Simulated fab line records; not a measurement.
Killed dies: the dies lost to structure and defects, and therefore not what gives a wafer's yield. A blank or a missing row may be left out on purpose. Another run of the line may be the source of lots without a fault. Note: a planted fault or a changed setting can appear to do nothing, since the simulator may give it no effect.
fab line records	flow n5_finfet
[record] lots = 6	wafers = 18	last_day = 20
route steps=1938 shown BEOL_M11@1578 PASSIVATION@1936
lots with no fault: from the same line, run without faults
start_h: hours from the record's first day to the start of the lot's first wafer shown	wait_h: hours from the lot's prior step to this one	" the same as in the row above	L1.1+2: one row covering several wafers at once	- no value present, or no start provided	* or withheld: withheld	< > ~ a bound
route shown NAME@n: NAME is a module with steps in the file, n the number in the route of the first one	usual: average and standard deviation across the fault-free wafers	same: alike in all rows	chamber/n: place in a boat	sites: per-site readings	_std_site: their standard deviation	_edge_site: the outer-site mean with the inner-site mean subtracted	radius_mm: how far each site lies from the wafer's centre	mask NAME#n: copy n	behind: the tool/chamber that last shaped the wafer	hold: why the lot went on hold/how many hours it stayed there/how the hold came to an end	device: the n, p or np transistor that did not switch	end of line: the same wafers' tests at the end of the route	step lacking rows: just its recipe	killed: the dies lost at the first sort to structure and to defects; this is not the yield of the wafer	map: a wafer's dies, x killed, . not, _ none there
set.NAME: the setting that was run; set.NAME@STEP: the one run at that earlier step	model.NAME: the simulator's own value behind a step, which no gauge read
lots seen at some steps along the route; tables by step, rows by wafer
services: when a tool's chamber went out of use (start_h, in hours from the record's first day, below 0 if earlier), for how many hours, and the reason
[[steps]]
[step N5_BEOL_M11_TRENCH_ETCH_37]
[recipe] chemistry = C4F6/O2	target_depth_a = 1488.3	target = SiCOH_lowk	time_s = 48	ion_energy_ev = 250	pressure_mtorr = 30	source_w = 345	bias_w = 185	Ar_flow_sccm = 300	C4F6_flow_sccm = 10	O2_flow_sccm = 10
[usual] O2_flow_sccm = 9.997/0.029	bias_w = 184.9/0.5	chamber_pressure_mTorr = 30.002/0.03	drypump_motor_current_A = 5.7/0.47	oes_product_au = 0.81/0.077	rf_vpp_V = 666/5.3	showerhead_plenum_p_Torr = 2.85/0.11	throttle_valve_pct = 20.86/0.24
lot.wafer	tool	chamber	start_h	wait_h	O2_flow_sccm	bias_w	chamber_pressure_mTorr	drypump_motor_current_A	oes_product_au	rf_hours_counter_h	rf_vpp_V	showerhead_plenum_p_Torr	throttle_valve_pct
L984.2	rie_diel-04	1	-	-	9.959	185.2	30.028	5.5	0.73	172	666	2.85	20.95
L984.3	"	0	"	"	9.991	184.2	29.980	5.1	0.79	96	661	2.76	21.07
L984.6	"	3	"	"	9.990	184.4	30.022	6.4	0.75	-	659	2.62	20.78
L993.1	rie_diel-01	0	-	-	10.039	186.1	29.970	6.1	0.69	230	665	2.93	21.12
L993.3	"	3	"	"	9.989	185.2	30.014	5.4	0.68	236	672	2.91	21.17
L993.5	"	0	"	"	9.966	185.6	30.026	6.1	0.69	-	663	2.93	21.12
L992.1	rie_diel-04	3	-	-	10.019	185.7	29.971	6.4	0.74	179	662	2.61	20.82
L992.4	"	2	"	"	10.019	184.7	30.005	6.0	0.95	16	674	2.91	20.51
L992.6	"	3	"	"	10.033	184.8	30.061	6.4	0.74	-	662	2.61	20.81
L100.2	rie_diel-01	2	-	-	10.001	185.0	30.076	6.0	0.84	53	669	2.99	20.45
L100.3	"	0	"	"	9.991	184.8	29.986	6.1	0.68	242	663	2.92	21.15
L100.6	"	1	"	"	10.003	186.3	29.975	5.8	0.84	-	662	2.99	21.09
L103.1	rie_diel-04	3	-	-	9.966	185.3	30.063	6.5	0.73	187	662	2.61	20.85
L103.3	"	0	"	"	9.984	184.7	29.985	5.1	0.77	125	661	2.74	21.11
L103.5	"	0	"	"	9.980	184.3	30.000	5.1	0.77	-	662	2.74	21.11
L104.3	rie_diel-02	0	-	-	9.923	184.9	29.975	5.6	0.81	87	671	2.88	21.18
L104.4	"	1	"	"	9.955	184.8	29.972	4.9	0.81	84	667	2.77	20.81
L104.5	"	0	"	"	9.938	185.0	29.999	5.6	0.80	-	673	2.88	21.18
[step N5_BEOL_M11_ETCH_41]
[recipe] chemistry = CH3F/O2	target = SiCN	target_depth_a = 426	taper_deg = 2	time_s = 86	ion_energy_ev = 120	mask_material = TiN	pressure_mtorr = 30	source_w = 395	bias_w = 75	Ar_flow_sccm = 150	CH3F_flow_sccm = 30	O2_flow_sccm = 20
[usual] O2_flow_sccm = 20.00/0.059	bias_w = 74.97/0.22	chamber_pressure_mTorr = 29.996/0.028	drypump_motor_current_A = 5.7/0.47	oes_product_au = 0.81/0.077	rf_vpp_V = 297.4/1.9	showerhead_plenum_p_Torr = 2.00/0.084	throttle_valve_pct = 16.25/0.23
lot.wafer	tool	chamber	start_h	wait_h	O2_flow_sccm	bias_w	chamber_pressure_mTorr	drypump_motor_current_A	oes_product_au	rf_hours_counter_h	rf_vpp_V	showerhead_plenum_p_Torr	throttle_valve_pct
L984.2	rie_diel-04	1	-	-	20.03	74.67	30.015	5.5	0.74	172	296.6	2.00	16.34
L984.3	"	0	"	"	19.90	74.58	29.995	5.1	0.79	96	296.8	1.93	16.44
L984.6	"	3	"	"	19.94	75.07	29.976	6.5	0.75	-	295.1	1.83	16.23
L993.1	rie_diel-01	0	-	-	20.04	74.86	29.996	6.1	0.69	230	298.0	2.06	16.54
L993.3	"	3	"	"	19.93	75.31	29.975	5.4	0.68	237	298.8	2.05	16.62
L993.5	"	0	"	"	20.02	74.87	29.963	6.1	0.69	-	298.2	2.06	16.52
L992.1	rie_diel-04	3	-	-	19.97	74.65	29.999	6.5	0.74	179	294.1	1.83	16.28
L992.4	"	2	"	"	20.13	74.65	29.960	5.9	0.95	16	299.8	2.04	15.88
L992.6	"	3	"	"	19.95	74.69	29.994	6.4	0.74	-	293.2	1.83	16.28
L100.2	rie_diel-01	2	-	-	19.87	75.23	29.986	6.1	0.84	53	300.2	2.11	15.88
L100.3	"	0	"	"	19.97	75.35	30.009	6.1	0.68	242	298.0	2.06	16.54
L100.6	"	1	"	"	20.04	74.89	29.993	5.8	0.83	-	297.9	2.11	16.42
L103.1	rie_diel-04	3	-	-	19.96	75.02	30.004	6.4	0.73	188	295.4	1.82	16.28
L103.3	"	0	"	"	19.96	74.83	30.020	5.1	0.76	125	296.0	1.92	16.47
L103.5	"	0	"	"	19.89	74.67	29.985	5.1	0.76	-	296.0	1.92	16.49
L104.3	rie_diel-02	0	-	-	20.11	75.07	29.990	5.6	0.81	87	297.8	2.03	16.52
L104.4	"	1	"	"	20.03	74.83	29.932	4.9	0.82	84	297.9	1.94	16.18
L104.5	"	0	"	"	20.02	74.72	30.015	5.6	0.81	-	298.0	2.03	16.52
[step N5_BEOL_M11_STRIP_77]
[recipe] chemistry = N2/H2	time_s = 10	power_w = 450	temp_c = 40	pressure_mtorr = 20	rf_frequency_hz = 6e+07	bias_power_w = 7	n2_flow_sccm = 200	h2_flow_sccm = 200
[usual] chamber_pressure_mTorr = 20.000/0.017	drypump_motor_current_A = 5.7/0.47	oes_product_au = 0.81/0.078	rf_vpp_V = 59.3/0.86	showerhead_plenum_p_Torr = 2.54/0.11	throttle_valve_pct = 23.6/0.32
lot.wafer	tool	chamber	start_h	wait_h	chamber_pressure_mTorr	drypump_motor_current_A	oes_product_au	rf_hours_counter_h	rf_vpp_V	showerhead_plenum_p_Torr	throttle_valve_pct
L984.2	rie_diel-04	1	-	-	20.017	5.5	0.74	172	58.8	2.54	23.9
L984.3	"	0	"	"	19.984	5.1	0.80	96	59.8	2.46	23.8
L984.6	"	3	"	"	19.992	6.5	0.75	-	59.3	2.33	23.4
L993.1	rie_diel-01	0	-	-	20.015	6.1	0.69	230	59.2	2.61	23.8
L993.3	"	3	"	"	19.966	5.4	0.69	237	60.2	2.62	24.1
L993.5	"	0	"	"	20.011	6.1	0.69	-	59.6	2.61	23.9
L992.1	rie_diel-04	3	-	-	19.989	6.4	0.74	179	59.2	2.32	23.4
L992.4	"	2	"	"	20.022	6.0	0.95	16	59.7	2.59	23.3
L992.6	"	3	"	"	20.005	6.4	0.74	-	59.2	2.32	23.4
L100.2	rie_diel-01	2	-	-	20.021	6.1	0.85	53	60.2	2.69	23.2
L100.3	"	0	"	"	20.022	6.1	0.69	242	58.5	2.60	23.9
L100.6	"	1	"	"	20.005	5.8	0.84	-	58.4	2.67	23.9
L103.1	rie_diel-04	3	-	-	20.005	6.5	0.73	188	58.0	2.32	23.4
L103.3	"	0	"	"	20.003	5.1	0.76	125	59.1	2.44	23.9
L103.5	"	0	"	"	20.014	5.1	0.77	-	59.8	2.44	23.9
L104.3	rie_diel-02	0	-	-	20.035	5.6	0.81	87	59.7	2.56	23.8
L104.4	"	1	"	"	19.963	4.9	0.82	84	59.0	2.46	23.3
L104.5	"	0	"	"	19.997	5.6	0.81	-	59.3	2.56	23.8
[step N5_BEOL_M11_OCD_MEAS_38]
[usual] trench_depth_nm = 148.6/2
lot.wafer	tool	chamber	start_h	wait_h	trench_depth_nm
L984.2	ocd-01	-	297.37	-	148.8
L984.3	"	-	"	"	147.5
L984.6	"	-	"	"	147.7
L993.1	ocd-02	-	334.02	-	142.9
L993.3	"	-	"	"	144.9
L993.5	"	-	"	"	142.6
L992.1	ocd-02	-	356.53	-	148.6
L992.4	"	-	"	"	151.9
L992.6	"	-	"	"	149.2
L100.2	ocd-01	-	366.39	-	147.6
L100.3	"	-	"	"	143.9
L100.6	"	-	"	"	147.7
L103.1	ocd-02	-	377.53	-	149.2
L103.3	"	-	"	"	148.5
L103.5	"	-	"	"	148.9
L104.3	ocd-01	-	430.74	-	149.8
L104.4	"	-	"	"	145.7
L104.5	"	-	"	"	149.9
[step N5_BEOL_M11_HM_STRIP_39]
[recipe] chemistry = peroxide_tin_strip	material = TiN	target_depth_a = 250	temp_c = 50	time_s = 158
[step N5_BEOL_M11_SRD_40]
[recipe] time_s = 30	temp_c = 23	rinse_liquid = diw	dry = ipa_marangoni
[step N5_BEOL_M11_PRECLEAN_42]
[recipe] chemistry = residue_remover	time_s = 60	temp_c = 40
[step N5_BEOL_M11_SRD_43]
[recipe] time_s = 30	temp_c = 23	rinse_liquid = diw	dry = ipa_marangoni
[step N5_BEOL_M11_CD_MEAS_35]
[recipe] target_cd_nm = 70	polarity = opening
[usual] cd_nm = 70.0/0.51
lot.wafer	tool	chamber	start_h	wait_h	cd_nm
L984.2	cd_sem-01	-	297.53	0.0	68.9
L984.3	"	-	"	"	70.1
L984.6	"	-	"	"	69.6
L993.1	cd_sem-01	-	334.17	0.0	70.5
L993.3	"	-	"	"	70.5
L993.5	"	-	"	"	70.4
L992.1	cd_sem-03	-	356.68	0.0	70.3
L992.4	"	-	"	"	70.5
L992.6	"	-	"	"	70.4
L100.2	cd_sem-01	-	366.55	0.0	70.2
L100.3	"	-	"	"	70.2
L100.6	"	-	"	"	69.9
L103.1	cd_sem-02	-	377.69	0.0	69.4
L103.3	"	-	"	"	68.9
L103.5	"	-	"	"	69.4
L104.3	cd_sem-01	-	430.89	0.0	70.0
L104.4	"	-	"	"	70.4
L104.5	"	-	"	"	69.7
[step N5_BEOL_M11_CURE_72]
[recipe] temp_c = 370	time_s = 120	ambient = DMADMS/He	material = SiCOH_lowk
[step N5_BEOL_M11_DEGAS_44]
[recipe] ambient = vacuum	temp_c = 250	time_s = 60
[step N5_BEOL_M11_PRE_CLEAN_45]
[recipe] gas = H2/He	time_s = 30	temp_c = 250
[usual] heater_power_w = 332/44	susceptor_temp_C = 249.97/0.18
lot.wafer	tool	chamber	start_h	wait_h	heater_power_w	susceptor_temp_C
L984.2	pvd_sputter-02	-	298.05	0.0	295	250.14
L984.3	"	-	"	"	323	249.86
L984.6	"	-	"	"	296	250.17
L993.1	pvd_sputter-03	-	335.98	0.0	324	249.88
L993.3	"	-	"	"	357	249.88
L993.5	"	-	"	"	319	249.89
L992.1	pvd_sputter-01	-	357.44	0.0	313	250.18
L992.4	"	-	"	"	362	250.11
L992.6	"	-	"	"	323	250.17
L100.2	pvd_sputter-01	-	367.13	0.0	329	250.03
L100.3	"	-	"	"	310	250.18
L100.6	"	-	"	"	327	250.31
L103.1	pvd_sputter-02	-	378.11	0.0	321	249.80
L103.3	"	-	"	"	341	250.02
L103.5	"	-	"	"	340	249.97
L104.3	pvd_sputter-02	-	431.82	0.0	323	250.13
L104.4	"	-	"	"	285	250.03
L104.5	"	-	"	"	278	249.89
[step N5_BEOL_M11_ALD_74]
[recipe] material = TaN	target_thk_a = 20	temp_c = 275	ald_precursor_family = PDMAT	ald_co_reactant = NH3	pressure_torr = 3	carrier_flow_sccm = 1500	pulse_time_s = 2	purge_time_s = 3	co_reactant_purge_time_s = 2	co_reactant_pulse_time_s = 3	ald_cycles = 40	precursor_vessel_temp_c = 75	precursor_vessel_pressure_torr = 26.25	precursor_vessel_carrier_sccm = 1000
[usual] ald_cycles = 40/0	heater_power_w = 400/39	mfc_carrier_sccm = 1500/4.4	susceptor_temp_C = 274.99/0.18
[same] co_reactant_pulse_time_s = 3
lot.wafer	tool	chamber	start_h	wait_h	ald_cycles	heater_power_w	mfc_carrier_sccm	susceptor_temp_C
L984.2	ald_metal-04	3	298.12	0.0	40	341	1503	274.68
L984.3	"	1	"	"	40	451	1495	274.86
L984.6	"	0	"	"	40	452	1495	274.92
L993.1	ald_metal-01	2	336.04	0.0	40	375	1499	275.22
L993.3	"	0	"	"	40	355	1496	274.64
L993.5	"	2	"	"	40	370	1501	275.00
L992.1	ald_metal-04	0	357.50	0.0	38	459	1499	-
L992.4	"	1	"	"	40	454	1508	275.13
L992.6	"	1	"	"	40	456	1508	274.91
L100.2	ald_metal-04	0	367.20	0.0	38	455	1507	-
L100.3	"	3	"	"	40	349	1499	275.05
L100.6	"	0	"	"	40	439	1507	275.18
L103.1	ald_metal-01	1	378.18	0.0	40	380	1497	274.79
L103.3	"	0	"	"	40	348	1506	274.88
L103.5	"	3	"	"	40	431	1493	274.96
L104.3	ald_metal-04	0	431.88	0.0	40	433	1499	274.86
L104.4	"	1	"	"	40	449	1504	275.07
L104.5	"	1	"	"	40	444	1511	274.98
[step N5_BEOL_M11_SURFACE_TREAT_76]
[recipe] gas = Ar	time_s = *	ion_energy_ev = *	ion_current_ma_cm2 = 0.5	pressure_mtorr = *	ar_flow_sccm = 30
[usual] throttle_valve_pct = *
lot.wafer	tool	chamber	start_h	wait_h	throttle_valve_pct
L984.2	pvd_sputter-01	-	298.86	0.6	*
L984.3	"	-	"	"	*
L984.6	"	-	"	"	*
L993.1	pvd_sputter-02	-	336.32	0.2	*
L993.3	"	-	"	"	*
L993.5	"	-	"	"	*
L992.1	pvd_sputter-02	-	357.80	0.2	*
L992.4	"	-	"	"	*
L992.6	"	-	"	"	*
L100.2	pvd_sputter-02	-	367.59	0.3	*
L100.3	"	-	"	"	*
L100.6	"	-	"	"	*
L103.1	pvd_sputter-01	-	380.44	2.1	*
L103.3	"	-	"	"	*
L103.5	"	-	"	"	*
L104.3	pvd_sputter-01	-	432.18	0.2	*
L104.4	"	-	"	"	*
L104.5	"	-	"	"	*
[step N5_PASSIVATION_PROBE_49]
[usual] defect_limited_yield = 91.1/1.4	killed_at_M0_to_M3 = 34/10	killed_at_M4_up = 14/5.5	killed_at_contacts = 12/5.1	killed_at_front_end = 41/12	killed_at_other = 4/3.1	killed_dies = 105/17	killed_on_rim = 13/3.7	killed_open = 70/13	killed_short = 33/7.6	sort_bin_5_function = 5.3/0.98	sort_bin_6_memory = 3.3/0.67	sort_n_pass = 1075/17	sort_yield_pct = 91.1/1.4
[same] gross_dies = 1180	killed_at_back_side = 0	sort_bin_4_leakage[%] = 0	sort_bin_8_speed[%] = 0
lot.wafer	tool	chamber	start_h	wait_h	defect_limited_yield[%]	killed_at_M0_to_M3	killed_at_M4_up	killed_at_contacts	killed_at_front_end	killed_at_other	killed_dies	killed_on_rim	killed_open	killed_short	sort_bin_5_function[%]	sort_bin_6_memory[%]	sort_n_pass	sort_yield_pct[%]
L984.2	prober-02	-	341.29	0.1	88.2	39	3	21	75	1	139	19	99	40	7.6	3.8	1041	88.2
L984.3	prober-02	-	341.34	0.1	90.1	25	9	14	61	8	117	12	76	41	5.4	4.3	1063	90.1
L984.6	prober-02	-	341.49	0.3	90.6	36	15	15	45	0	111	21	81	30	5.8	3.4	1069	90.6
L993.1	prober-01	-	382.76	0.0	92.6	47	5	14	15	6	87	11	59	27	4.2	2.9	1093	92.6
L993.3	prober-01	-	382.86	0.1	93.7	39	8	6	14	7	74	8	43	28	4.2	1.9	1106	93.7
L993.5	prober-01	-	382.96	0.2	93.9	34	10	8	20	0	72	12	46	22	2.7	3.1	1108	93.9
L992.1	prober-02	-	407.92	0.0	91.6	29	18	7	39	6	99	9	63	36	4.8	3.1	1081	91.6
L992.4	prober-02	-	408.07	0.2	89.1	44	8	13	52	12	129	14	84	45	5.7	4.8	1051	89.1
L992.6	prober-02	-	408.17	0.3	89.0	32	19	5	69	5	130	20	91	39	6.9	4.0	1050	89.0
L100.2	prober-01	-	411.92	0.1	89.2	46	12	8	54	7	127	13	81	46	6.9	3.5	1053	89.2
L100.3	prober-01	-	411.97	0.1	91.3	36	10	13	36	8	103	14	64	38	5.4	3.0	1077	91.3
L100.6	prober-01	-	412.12	0.3	90.7	40	23	9	36	2	110	14	79	30	6.0	3.2	1070	90.7
L103.1	prober-01	-	420.26	0.0	91.7	38	7	4	47	2	98	10	69	28	5.3	2.7	1082	91.7
L103.3	prober-01	-	420.36	0.1	90.7	54	13	17	24	2	110	13	84	24	5.4	3.4	1070	90.7
L103.5	prober-01	-	420.46	0.2	90.4	33	14	15	44	7	113	10	79	31	5.0	4.3	1067	90.4
L104.3	prober-01	-	476.68	0.1	91.1	32	11	14	47	1	105	14	71	34	4.9	3.2	1075	91.1
L104.4	prober-01	-	476.73	0.2	90.3	49	22	9	35	0	115	10	64	50	6.1	3.2	1065	90.3
L104.5	prober-01	-	476.78	0.2	90.9	52	14	13	28	0	107	8	61	44	5.5	3.2	1073	90.9
// killed by level:class
L984.2 STI_FIN_REVEAL:geometric_particle:open=23 MOL_CONTACT_COAG:geometric_particle:open=18 BEOL_M2:geometric_particle:open=16 FIN_SAQP:geometric_particle:open=12 FIN_SAQP:geometric_particle:short=9 BEOL_M0_SAQP:geometric_particle:short=9 DUMMY_GATE:geometric_particle:open=8 STI_FIN_REVEAL:geometric_particle:short=6
L984.3 MOL_CONTACT_COAG:geometric_particle:open=12 GATE_CUT:geometric_particle:short=11 FIN_SAQP:geometric_particle:open=10 FIN_SAQP:geometric_particle:short=7 STI_FIN_REVEAL:geometric_particle:open=7 ILD0:geometric_particle:short=7 BEOL_M0_SAQP:geometric_particle:open=7 BEOL_M2:geometric_particle:open=6
L984.6 MOL_CONTACT_COAG:geometric_particle:open=12 FIN_SAQP:geometric_particle:open=10 DUMMY_GATE:geometric_particle:open=9 FIN_SAQP:geometric_particle:short=8 BEOL_M3:geometric_particle:open=8 BEOL_M2:geometric_particle:open=7 BEOL_M0_SAQP:geometric_particle:open=6 BEOL_M4:geometric_particle:open=5
L993.1 BEOL_M3:geometric_particle:open=14 MOL_CONTACT_COAG:geometric_particle:open=12 BEOL_M0_SAQP:geometric_particle:short=10 BEOL_M2:geometric_particle:open=9 BEOL_M0_SAQP:geometric_particle:open=6 BEOL_M1:geometric_particle:open=5 GATE_CUT:geometric_particle:open=3 MIM_TOP_ETCH:geometric_particle:open=3
L993.3 BEOL_M2:geometric_particle:open=12 BEOL_M3:geometric_particle:open=10 BEOL_M1:geometric_particle:short=8 FIN_SAQP:geometric_particle:short=5 MOL_CONTACT_COAG:geometric_particle:open=5 MIM_TOP_ETCH:geometric_particle:short=5 BEOL_M1:geometric_particle:open=4 BEOL_M4:geometric_particle:open=4
L993.5 MOL_CONTACT_COAG:geometric_particle:open=7 BEOL_M2:geometric_particle:open=7 BEOL_M0_SAQP:geometric_particle:open=6 BEOL_M3:geometric_particle:open=6 GATE_CUT:geometric_particle:short=5 BEOL_M0_SAQP:geometric_particle:short=5 BEOL_M2:geometric_particle:short=4 STI_FIN_REVEAL:geometric_particle:open=3
L992.1 BEOL_M3:geometric_particle:open=10 BEOL_M4:geometric_particle:open=9 FIN_SAQP:geometric_particle:short=8 GATE_CUT:geometric_particle:short=8 STI_FIN_REVEAL:geometric_particle:short=6 BEOL_M2:geometric_particle:open=6 STI_FIN_REVEAL:geometric_particle:open=5 MOL_CONTACT_COAG:geometric_particle:open=5
L992.4 STI_FIN_REVEAL:geometric_particle:open=14 BEOL_M3:geometric_particle:open=11 BEOL_M0_SAQP:geometric_particle:open=9 BEOL_M2:geometric_particle:open=8 MOL_CONTACT_COAG:geometric_particle:open=8 GATE_CUT:geometric_particle:open=7 GATE_CUT:geometric_particle:short=6 MOL_CONTACT_COAG:geometric_particle:short=5
L992.6 FIN_SAQP:geometric_particle:open=26 BEOL_M2:geometric_particle:open=12 BEOL_M4:geometric_particle:open=11 STI_FIN_REVEAL:geometric_particle:short=10 STI_FIN_REVEAL:geometric_particle:open=9 GATE_CUT:geometric_particle:short=7 BEOL_M0_SAQP:geometric_particle:open=6 MOL_CONTACT_COAG:geometric_particle:open=5
L100.2 FIN_SAQP:geometric_particle:short=12 BEOL_M3:geometric_particle:open=12 FIN_SAQP:geometric_particle:open=11 BEOL_M0_SAQP:geometric_particle:short=8 STI_FIN_REVEAL:geometric_particle:open=8 BEOL_M2:geometric_particle:open=8 MOL_CONTACT_COAG:geometric_particle:open=7 BEOL_M1:geometric_particle:open=6
L100.3 MOL_CONTACT_COAG:geometric_particle:open=12 BEOL_M2:geometric_particle:open=9 STI_FIN_REVEAL:geometric_particle:open=8 GATE_CUT:geometric_particle:short=7 BEOL_M3:geometric_particle:open=6 BEOL_M1:geometric_particle:open=6 BEOL_M1:geometric_particle:short=5 BEOL_M4:geometric_particle:open=5
L100.6 BEOL_M4:geometric_particle:open=14 BEOL_M2:geometric_particle:open=10 STI_FIN_REVEAL:geometric_particle:open=7 MOL_CONTACT_COAG:geometric_particle:open=7 BEOL_M1:geometric_particle:open=7 BEOL_M0_SAQP:geometric_particle:open=6 BEOL_M3:geometric_particle:open=6 BEOL_M4:geometric_particle:short=5
L103.1 BEOL_M0_SAQP:geometric_particle:open=12 STI_FIN_REVEAL:geometric_particle:open=11 FIN_SAQP:geometric_particle:open=10 BEOL_M0_SAQP:geometric_particle:short=8 ILD0:geometric_particle:open=7 BEOL_M3:geometric_particle:open=7 BEOL_M1:geometric_particle:open=5 FIN_SAQP:geometric_particle:short=4
L103.3 BEOL_M3:geometric_particle:open=21 MOL_CONTACT_COAG:geometric_particle:open=13 BEOL_M1:geometric_particle:open=9 BEOL_M0_SAQP:geometric_particle:open=6 FIN_SAQP:geometric_particle:open=5 BEOL_M0_SAQP:geometric_particle:short=5 MOL_CONTACT_COAG:geometric_particle:short=4 BEOL_M0:geometric_particle:open=4
L103.5 MOL_CONTACT_COAG:geometric_particle:open=14 STI_FIN_REVEAL:geometric_particle:open=10 BEOL_M0_SAQP:geometric_particle:open=10 BEOL_M0_SAQP:geometric_particle:short=8 GATE_CUT:geometric_particle:short=7 FIN_SAQP:geometric_particle:open=6 FIN_SAQP:geometric_particle:short=5 BEOL_M2:geometric_particle:open=5
L104.3 MOL_CONTACT_COAG:geometric_particle:open=13 BEOL_M2:geometric_particle:open=10 STI_FIN_REVEAL:geometric_particle:open=9 FIN_SAQP:geometric_particle:open=8 FIN_SAQP:geometric_particle:short=7 DUMMY_GATE:geometric_particle:open=5 BEOL_M2:geometric_particle:short=5 BEOL_M0_SAQP:geometric_particle:open=4
L104.4 BEOL_M0_SAQP:geometric_particle:short=15 FIN_SAQP:geometric_particle:short=8 BEOL_M4:geometric_particle:open=8 BEOL_M0_SAQP:geometric_particle:open=8 MOL_CONTACT_COAG:geometric_particle:open=7 BEOL_M2:geometric_particle:open=7 BEOL_M2:geometric_particle:short=7 GATE_CUT:geometric_particle:open=5
L104.5 BEOL_M0_SAQP:geometric_particle:short=17 MOL_CONTACT_COAG:geometric_particle:open=10 BEOL_M0_SAQP:geometric_particle:open=10 BEOL_M2:geometric_particle:short=10 STI_FIN_REVEAL:geometric_particle:open=7 DUMMY_GATE:geometric_particle:open=7 BEOL_M1:geometric_particle:open=6 BEOL_M2:geometric_particle:open=5
[[services]]
tool	chamber	start_h	hours	kind
rie_diel-04	2	277.44	9.6	repair
rie_diel-04	1	286.58	5.8	repair
ald_metal-01	-	292.50	6.0	pm
rie_diel-04	2	292.62	-	clean
rie_diel-04	2	292.62	-	consumable_replace:focus_ring
rie_diel-04	2	292.62	17.2	scheduled_down
rie_diel-04	2	292.62	17.2	vent_cycle
rie_diel-01	-	296.25	0.3	repair
rie_diel-01	1	325.84	14.7	repair
rie_diel-02	-	327.81	14.6	pm
rie_diel-02	1	346.98	4.0	repair
ald_metal-01	2	350.55	34.0	repair
rie_diel-01	3	351.08	6.8	repair
rie_diel-01	2	353.35	6.6	repair
ald_metal-01	3	355.62	8.0	repair
pvd_sputter-03	-	358.43	1.8	repair
rie_diel-02	-	362.43	1.3	repair
rie_diel-02	1	376.80	10.3	repair
rie_diel-01	3	380.41	-	clean
rie_diel-01	3	380.41	-	consumable_replace:focus_ring
rie_diel-01	3	380.41	15.8	scheduled_down
rie_diel-04	-	384.72	0.3	repair
pvd_sputter-03	-	400.31	4.1	repair
rie_diel-04	0	422.95	14.3	repair
[[key]]
[first_sign] step = N5_BEOL_M11_ALD_74	reading = ald_cycles	direction = down	sigmas = 99+	usual = *	struck = *
effect none on later readings
met_at N5_BEOL_M11_ALD_74
struck_wafers L992.1,L100.2
onset_between 298.12 357.50
[fault] kind = process_parameter_drift	tool = ald_metal-04	chamber = -	onset_h = 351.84	steps = N5_BEOL_M11_ALD_74	channel = ald_cycles	offset = *	shape = step	end_h = 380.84	scope = struck_wafers_only	acts_in = *	stated = *
